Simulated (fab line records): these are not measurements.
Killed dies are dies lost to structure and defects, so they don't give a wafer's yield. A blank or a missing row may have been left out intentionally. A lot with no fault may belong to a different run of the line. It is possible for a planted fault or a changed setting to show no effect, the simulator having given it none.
Matching of chambers | flow n5-finfet | 4 sister chambers for N5_BEOL_M0_SAQP_ETCH_102 on rie-si-02
The step etches SiO2 in CF4, target depth 4 nm, time 4.4 s. 4 wafers are shown with their chamber, then 10 later ones without.

== EACH WAFER AND ITS CHAMBER ==
wafer  | chamber | throttle-valve-pct (%)
L090.2 | 3       | 21.55
L090.3 | 0       | 21.79
L092.1 | 1       | 21.55
L092.2 | 2       | 21.88

== WAFERS WITH NO CHAMBER GIVEN ==
wafer  | throttle-valve-pct (%)
L092.3 | 21.55
L095.2 | 21.80
L095.3 | 21.55
L095.6 | 21.89
L096.1 | 21.79
L096.2 | 21.53
L096.3 | 21.55
L096.4 | 21.89
L096.5 | 21.81
L096.6 | 21.54

== EACH ONE'S CHAMBER ==
wafer  | from the rows above     | in truth
L092.3 | can't be placed: 1 or 3 | 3
L095.2 | 0                       | 0
L095.3 | can't be placed: 1 or 3 | 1
L095.6 | 2                       | 2
L096.1 | 0                       | 0
L096.2 | can't be placed: 1 or 3 | 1
L096.3 | can't be placed: 1 or 3 | 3
L096.4 | 2                       | 2
L096.5 | 0                       | 0
L096.6 | can't be placed: 1 or 3 | 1
Correct placement for 5 of the 10. From these rows, 5 cannot be placed; in 5 the true chamber is one of the candidates. 0 placed wrongly.
How it was worked out, from the rows above alone: a wafer's distance from a chamber is the root of the sum, over the readings, of the square of ((its reading less the chamber's mean) divided by the reading's scatter). The wafer belongs to the nearest chamber; if the next one is less than 2 further off, it can't be placed. Each chamber's mean is taken over the wafers shown for it. The scatter (one wafer shown for each chamber): square how far every hidden wafer sits from the nearest shown wafer, average those squares and take the square root.
